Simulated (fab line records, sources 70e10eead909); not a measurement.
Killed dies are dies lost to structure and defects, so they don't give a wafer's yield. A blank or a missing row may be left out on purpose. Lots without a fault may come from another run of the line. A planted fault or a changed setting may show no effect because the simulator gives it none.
fab line records | flow nand_harc
record lots=6 wafers=18 last_day=33
route steps=1302 shown A_STAIRCASE@696 END@1302
lots that met no fault: from a run of the same line without faults
start_h: hours from the record's first day to the start of the lot's first wafer shown | wait_h: hours since the lot's step before | " the same as in the row above | L1.1+2: a row that stands for several wafers | - no value, or no start given | * or withheld: withheld | < > ~ a bound
route shown NAME@n: a module of which the file shows steps, and the number in the route of the first | usual: mean/standard deviation of fault-free wafers | same: alike in all rows | chamber/n: place in a boat | sites: the reading at each site | _std_site: their standard deviation | _edge_site: outer sites' mean less inner sites' | radius_mm: how far each site lies from the wafer's centre | mask NAME#n: copy n | behind: the tool/chamber that last shaped the wafer | hold: why the lot was held/for how many hours/how that ended | device: the transistor (n, p or np) that didn't switch | end of line: the same wafers' tests at the end of the route | a step without rows: its recipe alone | killed: dies lost to structure and defects at the first sort, not the wafer's yield | map: a wafer's dies, x killed, . not, _ none there
set.NAME: the setting as run; set.NAME@STEP: as run at that earlier step | model.NAME: the simulator's own value behind a step, which no gauge read
lots at some steps of the route; a table a step, a row a wafer
services: from which hour (start_h, from the record's first day; less than 0 if before it) a tool's chamber was out of use, for how many hours, and why
## steps
# step NHARC_A_STAIRCASE_PEB_182
# recipe peb_temp_c=115 peb_time_s=130
# step NHARC_A_STAIRCASE_DEVELOP_183
# recipe time_s=140
# step NHARC_A_STAIRCASE_HARDBAKE_185
# recipe temp_c=120 time_s=140
# step NHARC_A_STAIRCASE_DESCUM_186
# recipe time_s=3 o2_flow_sccm=200 ar_flow_sccm=0 bias_power_w=0 chemistry=O2
# step NHARC_A_STAIRCASE_TRIM_187
# recipe time_s=211.2 o2_flow_sccm=500 ar_flow_sccm=0 bias_w=0 chemistry=O2
# step NHARC_A_STAIRCASE_ETCH_188
# recipe target_depth_a=1000 time_s=40.5 ion_energy_ev=400 c4f8_flow_sccm=20 o2_flow_sccm=10 ar_flow_sccm=withheld rf_w=600 bias_w=1000 chemistry=C4F8/O2
# usual oes_product_au=0.942/0.012 rf_vpp_V=892.4/2.8
# columns lot.wafer tool chamber start_h wait_h oes_product_au rf_hours_counter_h rf_vpp_V
L879.4 rie_diel-08 3 - - 0.947 14 888.2
L879.2 " 2 " " 0.937 15 894.7
L879.5 " 0 " " 0.921 - 895.6
L881.3 rie_diel-04 0 - - 0.955 30 894.9
L881.4 " 1 " " 0.929 32 894.7
L881.1 " 2 " " 0.936 29 889.3
L884.2 rie_diel-04 1 - - 0.944 35 895.2
L884.1 " 2 " " 0.963 32 889.1
L884.3 " 3 " " 0.943 30 889.5
L889.2 rie_diel-04 2 - - 0.937 1 888.3
L889.3 " 3 " " 0.937 1 889.3
L889.4 " 1 " " 0.954 1 894.4
L892.4 rie_diel-08 2 - - 0.945 3 893.9
L892.3 " 3 " " 0.954 3 888.1
L892.6 " 2 " " 0.931 - 894.1
L894.2 rie_diel-04 1 - - 0.959 10 894.5
L894.4 " 0 " " 0.961 10 895.8
L894.5 " 2 " " 0.946 - 888.2
# step NHARC_A_STAIRCASE_TRIM_189
# recipe time_s=211.2 o2_flow_sccm=500 ar_flow_sccm=0 bias_w=0 chemistry=O2
# usual drypump_motor_current_A=6.0/0.46 oes_product_au=1.001/0.0078 rf_vpp_V=57.6/0.84 showerhead_plenum_p_Torr=3.43/0.076 throttle_valve_pct=17.038/0.01
# columns lot.wafer tool chamber start_h wait_h drypump_motor_current_A oes_product_au rf_hours_counter_h rf_vpp_V showerhead_plenum_p_Torr throttle_valve_pct
L879.4 rie_diel-08 0 - - 5.3 0.992 19 58.7 3.52 17.044
L879.2 " 2 " " 6.0 1.001 15 56.4 3.49 17.041
L879.5 " 3 " " 6.1 1.009 - 56.9 3.33 17.013
L881.3 rie_diel-04 1 - - 5.8 1.001 32 57.8 3.49 17.046
L881.1 " 2 " " 6.7 1.011 29 57.7 3.35 17.054
L881.4 " 3 " " 5.6 1.004 27 56.1 3.34 17.026
L884.2 rie_diel-04 1 - - 5.8 0.990 35 57.6 3.48 17.031
L884.3 " 2 " " 6.6 1.008 32 59.7 3.35 17.044
L884.1 " 3 " " 5.6 1.000 30 57.2 3.34 17.021
L889.4 rie_diel-04 1 - - 5.9 1.013 1 59.1 3.47 17.047
L889.2 " 2 " " 6.7 0.999 1 56.5 3.34 17.039
L889.3 " 3 " " 5.6 1.005 1 56.2 3.33 17.045
L892.4 rie_diel-08 3 - - 6.2 1.008 3 57.1 3.31 17.033
L892.3 " 1 " " 4.8 0.998 3 58.5 3.45 17.015
L892.6 " 0 " " 5.3 1.016 - 58.0 3.49 17.040
L894.4 rie_diel-04 3 - - 5.6 0.993 11 58.2 3.32 17.025
L894.2 " 0 " " 6.5 0.992 10 58.3 3.52 17.035
L894.5 " 3 " " 5.6 1.004 - 56.8 3.32 17.032
# step NHARC_A_STAIRCASE_ETCH_190
# recipe target_depth_a=1000 time_s=40.5 ion_energy_ev=400 c4f8_flow_sccm=20 o2_flow_sccm=10 ar_flow_sccm=withheld rf_w=600 bias_w=1000 chemistry=C4F8/O2
# usual oes_product_au=0.943/0.011 rf_vpp_V=892.5/2.8
# columns lot.wafer tool chamber start_h wait_h oes_product_au rf_hours_counter_h rf_vpp_V
L879.4 rie_diel-08 3 - - 0.958 14 888.0
L879.2 " 2 " " 0.947 16 894.9
L879.5 " 0 " " 0.942 - 896.0
L881.3 rie_diel-04 3 - - 0.930 27 889.5
L881.1 " 1 " " 0.933 32 892.6
L881.4 " 2 " " 0.954 29 889.5
L884.3 rie_diel-04 3 - - 0.946 30 889.9
L884.1 " 0 " " 0.965 33 895.0
L884.2 " 1 " " 0.959 35 892.8
L889.4 rie_diel-04 1 - - 0.966 1 893.6
L889.3 " 3 " " 0.937 1 888.5
L889.2 " 0 " " 0.942 1 895.5
L892.4 rie_diel-08 1 - - 0.934 3 892.4
L892.3 " 3 " " 0.945 3 887.5
L892.6 " 2 " " 0.939 - 892.6
L894.2 rie_diel-04 0 - - 0.961 10 894.5
L894.4 " 3 " " 0.935 12 887.6
L894.5 " 1 " " 0.951 - 893.4
# step NHARC_A_STAIRCASE_TRIM_191
# recipe time_s=211.2 o2_flow_sccm=500 ar_flow_sccm=0 bias_w=0 chemistry=O2
# step NHARC_A_STAIRCASE_ETCH_192
# recipe target_depth_a=1000 time_s=40.5 ion_energy_ev=400 c4f8_flow_sccm=20 o2_flow_sccm=10 ar_flow_sccm=withheld rf_w=600 bias_w=1000 chemistry=C4F8/O2
# usual oes_product_au=0.943/0.0097 rf_vpp_V=892.7/2.9
# columns lot.wafer tool chamber start_h wait_h oes_product_au rf_hours_counter_h rf_vpp_V
L879.2 rie_diel-08 1 - - 0.960 21 894.5
L879.4 " 2 " " 0.942 16 894.0
L879.5 " 1 " " 0.956 - 895.1
L881.1 rie_diel-04 3 - - 0.929 27 887.7
L881.4 " 0 " " 0.948 30 896.1
L881.3 " 2 " " 0.940 29 889.8
L884.3 rie_diel-04 0 - - 0.956 33 896.4
L884.2 " 2 " " 0.952 33 888.7
L884.1 " 3 " " 0.950 30 889.0
L889.2 rie_diel-04 1 - - 0.943 1 894.3
L889.3 " 2 " " 0.932 1 890.0
L889.4 " 3 " " 0.940 1 889.0
L892.3 rie_diel-08 0 - - 0.959 4 895.9
L892.4 " 1 " " 0.935 4 893.6
L892.6 " 0 " " 0.962 - 894.5
L894.2 rie_diel-04 2 - - 0.938 11 888.8
L894.4 " 3 " " 0.928 12 888.9
L894.5 " 2 " " 0.938 - 888.8
# step NHARC_A_STAIRCASE_TRIM_193
# recipe time_s=211.2 o2_flow_sccm=500 ar_flow_sccm=0 bias_w=0 chemistry=O2
# usual drypump_motor_current_A=5.9/0.51 oes_product_au=1.000/0.0089 rf_vpp_V=57.5/0.88 showerhead_plenum_p_Torr=3.44/0.073 throttle_valve_pct=17.035/0.0095
# columns lot.wafer tool chamber start_h wait_h drypump_motor_current_A oes_product_au rf_hours_counter_h rf_vpp_V showerhead_plenum_p_Torr throttle_valve_pct
L879.4 rie_diel-08 2 - - 5.9 0.997 16 58.1 3.49 17.048
L879.2 " 3 " " 6.2 1.005 14 58.8 3.33 17.045
L879.5 " 0 " " 5.3 1.011 - 56.7 3.52 17.040
L881.3 rie_diel-04 2 - - 6.7 1.003 29 57.9 3.35 17.032
L881.4 " 0 " " 6.5 1.007 30 57.3 3.53 17.020
L881.1 " 1 " " 5.9 0.993 32 57.5 3.49 17.036
L884.3 rie_diel-04 0 - - 6.4 1.009 33 57.1 3.53 17.042
L884.1 " 2 " " 6.6 1.004 33 57.8 3.35 17.021
L884.2 " 3 " " 5.6 1.009 30 57.4 3.34 17.021
L889.2 rie_diel-04 3 - - 5.6 0.999 1 57.6 3.33 17.029
L889.3 " 1 " " 5.9 1.016 1 59.9 3.47 17.039
L889.4 " 2 " " 6.7 0.990 1 57.2 3.34 17.027
L892.4 rie_diel-08 1 - - 4.8 0.975 4 57.4 3.45 17.038
L892.3 " 3 " " 6.1 1.000 3 56.7 3.31 17.032
L892.6 " 1 " " 4.8 0.987 - 59.9 3.45 17.035
L894.4 rie_diel-04 3 - - 5.6 0.998 12 56.8 3.32 17.023
L894.2 " 0 " " 6.5 1.007 11 57.8 3.52 17.025
L894.5 " 3 " " 5.6 0.995 - 56.8 3.32 17.023
# step NHARC_A_STAIRCASE_ETCH_194
# recipe target_depth_a=1000 time_s=40.5 ion_energy_ev=400 c4f8_flow_sccm=20 o2_flow_sccm=10 ar_flow_sccm=withheld rf_w=600 bias_w=1000 chemistry=C4F8/O2
# usual oes_product_au=0.941/0.0091 rf_vpp_V=892.6/2.9
# columns lot.wafer tool chamber start_h wait_h oes_product_au rf_hours_counter_h rf_vpp_V
L879.4 rie_diel-08 1 435.39 - 0.935 21 894.6
L879.2 " 0 " " 0.929 19 895.7
L879.5 " 2 " " 0.943 - 893.9
L881.3 rie_diel-04 2 466.51 - 0.945 29 890.2
L881.4 " 3 " " 0.932 27 888.6
L881.1 " 0 " " 0.791 31 896.1
L884.3 rie_diel-04 2 477.26 - 0.950 33 887.3
L884.1 " 3 " " 0.786 30 889.1
L884.2 " 0 " " 0.794 33 895.6
L889.2 rie_diel-04 2 547.90 - 0.932 2 889.2
L889.3 " 3 " " 0.941 1 889.0
L889.4 " 0 " " 0.939 1 895.9
L892.4 rie_diel-08 3 571.19 - 0.955 4 887.9
L892.3 " 1 " " 0.942 4 893.5
L892.6 " 3 " " 0.945 - 887.5
L894.2 rie_diel-04 3 579.73 - 0.919 12 888.2
L894.4 " 0 " " 0.922 11 895.8
L894.5 " 0 " " 0.933 - 894.9
# step NHARC_END_SORT_01
# recipe temp_c=25
# usual killed_at_array=53/19 killed_at_other=0.8/1.2 killed_at_periphery=3.7/2.3 killed_dies=57/19 killed_open=3.2/1.7 killed_short=2.6/1.8
# same gross_dies=677
# columns lot.wafer tool chamber start_h wait_h killed_at_array killed_at_other killed_at_periphery killed_dies killed_open killed_short
L881.1 prober-02 0 670.02 2.5 672 0 4 676 3 2
L884.1 prober-01 0 698.45 2.5 669 0 4 673 4 0
L884.2 prober-01 0 699.26 2.8 671 0 3 674 4 1
# killed by level:class
L881.1 A_STAIRCASE:area_etch=579 A_CHANNEL_HOLE_D1:chamber_film_flake=35 A_SLIT:chamber_film_flake=21 A_CHANNEL_HOLE_D2:chamber_film_flake=19 A_CONTACT:chamber_film_flake=14 P_CONTACT:geometric_particle:open=2 A_ONON_D1:geometric_particle:short=2 P_M2:geometric_particle:open=1
L884.1 A_STAIRCASE:area_etch=635 A_CHANNEL_HOLE_D2:chamber_film_flake=14 A_CHANNEL_HOLE_D1:chamber_film_flake=13 P_M1:chamber_film_flake=2 A_SLIT:chamber_film_flake=2 P_CONTACT:geometric_particle:open=1 A_SGD_CUT:geometric_particle:open=1 A_CONTACT:geometric_particle:open=1
L884.2 A_STAIRCASE:area_etch=616 A_CHANNEL_HOLE_D1:chamber_film_flake=32 A_CHANNEL_HOLE_D2:chamber_film_flake=17 P_M0:geometric_particle:open=1 P_M1:geometric_particle:open=1 A_SOURCE_PLATE:geometric_particle:open=1 A_DECK1_JOINT:geometric_particle:open=1 A_M1:geometric_particle:short=1
# map L881.1 (x killed, . not)
____________x____________
_________xxxxxxx_________
_______xxxxxxxxxxx_______
______xxxxxxxxxxxxx______
_____xxxxxxxxxxxxxxx_____
____xxxxxxxxxxxxxxxxx____
____xxxxxxxxxxxxxxxxx____
___xxxxxxxxxxxxxxxxxxx___
___xxxxxxxxxxxxxxxxxxx___
__xxxxxxxxxxxxxxxxxxxxx__
__xxxxxxxxxxxxxxxxxxxxx__
_xxxxxxxxxxxxxxxxxxxxxxx_
_xxxxxxxxxxxxxxxxxxxxxxx_
_xxxxxxxxxxxxxxxxxxxxxxx_
_xxxxxxxxxxxxxxxxxxxxxxx_
_xxxxxxxxxxxxxxxxxxxxxxx_
xxxxxxxxxxxxxxxxxx.xxxxxx
xxxxxxxxxxxxxxxxxxxxxxxxx
xxxxxxxxxxxxxxxxxxxxxxxxx
xxxxxxxxxxxxxxxxxxxxxxxxx
xxxxxxxxxxxxxxxxxxxxxxxxx
_xxxxxxxxxxxxxxxxxxxxxxx_
_xxxxxxxxxxxxxxxxxxxxxxx_
_xxxxxxxxxxxxxxxxxxxxxxx_
_xxxxxxxxxxxxxxxxxxxxxxx_
_xxxxxxxxxxxxxxxxxxxxxxx_
__xxxxxxxxxxxxxxxxxxxxx__
__xxxxxxxxxxxxxxxxxxxxx__
___xxxxxxxxxxxxxxxxxxx___
___xxxxxxxxxxxxxxxxxxx___
____xxxxxxxxxxxxxxxxx____
____xxxxxxxxxxxxxxxxx____
_____xxxxxxxxxxxxxxx_____
______xxxxxxxxxxxxx______
_______xxxxxxxxxxx_______
_________xxxxxxx_________
____________x____________
# map L884.2 (x killed, . not)
____________x____________
_________xxxxxxx_________
_______xxxxxxxxxxx_______
______xxxxxxxxxxxxx______
_____xxxxxxxxxxxxxxx_____
____xxxxxxxxxxxx.xxxx____
____xxxxxxxxxxxxxxxxx____
___xxxxxxxxxxxxxxxxxxx___
___xxxxxxxxxxxxxxxxx.x___
__xxxxxxxxxxxxxxxxxxxxx__
__xxxxxxxxxxxxxxxxxxxxx__
_xxxxxxxxxxxxxxxxxxxxxxx_
_xxxxxxxxxxxxxxxxxxxxxxx_
_xxxxxxxxxxxxxxx.xxxxxxx_
_xxxxxxxxxxxxxxxxxxxxxxx_
_xxxxxxxxxxxxxxxxxxxxxxx_
xxxxxxxxxxxxxxxxxxxxxxxxx
xxxxxxxxxxxxxxxxxxxxxxxxx
xxxxxxxxxxxxxxxxxxxxxxxxx
xxxxxxxxxxxxxxxxxxxxxxxxx
xxxxxxxxxxxxxxxxxxxxxxxxx
_xxxxxxxxxxxxxxxxxxxxxxx_
_xxxxxxxxxxxxxxxxxxxxxxx_
_xxxxxxxxxxxxxxxxxxxxxxx_
_xxxxxxxxxxxxxxxxxxxxxxx_
_xxxxxxxxxxxxxxxxxxxxxxx_
__xxxxxxxxxxxxxxxxxxxxx__
__xxxxxxxxxxxxxxxxxxxxx__
___xxxxxxxxxxxxxxxxxxx___
___xxxxxxxxxxxxxxxxxxx___
____xxxxxxxxxxxxxxxxx____
____xxxxxxxxxxxxxxxxx____
_____xxxxxxxxxxxxxxx_____
______xxxxxxxxxxxxx______
_______xxxxxxxxxxx_______
_________xxxxxxx_________
____________x____________
## services
# columns tool chamber start_h hours kind
rie_diel-04 0 412.90 - clean
rie_diel-04 1 412.90 - clean
rie_diel-04 2 412.90 - clean
rie_diel-04 3 412.90 - clean
rie_diel-04 0 437.40 - clean
rie_diel-04 1 437.40 - clean
rie_diel-04 2 437.40 - clean
rie_diel-04 3 437.40 - clean
rie_diel-04 0 461.94 - clean
rie_diel-04 1 461.94 - clean
rie_diel-04 2 461.94 - clean
rie_diel-04 3 461.94 - clean
rie_diel-04 0 486.44 - clean
rie_diel-04 1 486.44 - clean
rie_diel-04 2 486.44 - clean
rie_diel-04 3 486.44 - clean
rie_diel-04 0 510.94 - clean
rie_diel-04 1 510.94 - clean
rie_diel-04 2 510.94 - clean
rie_diel-04 3 510.94 - clean
rie_diel-04 0 529.96 2.8 repair
rie_diel-04 - 534.62 9.0 pm
rie_diel-04 0 534.62 9.0 vent_cycle
rie_diel-08 - 545.68 9.0 pm
## key
first_sign step=NHARC_A_STAIRCASE_ETCH_194 reading=oes_product_au direction=down sigmas=17 usual=0.941 struck=0.790
effect step=NHARC_END_SORT_01 reading=killed_dies direction=up sigmas=32 usual=57 struck=674
more_kills_born_at NHARC_A_STAIRCASE_ETCH_194@rie_diel-04=1830
met_at NHARC_A_STAIRCASE_ETCH_194
struck_wafers L881.1,L884.1,L884.2
later_rows_left_out L881.1,L884.1,L884.2
tester_left_out L881,L884
fault kind=process_parameter_drift tool=rie_diel-04 chamber=- onset_h=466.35 steps=NHARC_A_STAIRCASE_ETCH_194 channel=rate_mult offset=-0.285 shape=step end_h=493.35 scope=struck_wafers_only
# tester_left_out: of these lots the tester's yield and bins aren't shown, on N5 and GAA mostly nor the transistor test; their killed dies are dies lost to structure and defects alone, not to doping, threshold or leakage, so they don't give the yield
# later_rows_left_out: the simulator's readings of these wafers behind a module that went badly wrong aren't trusted and aren't shown, but for the sort
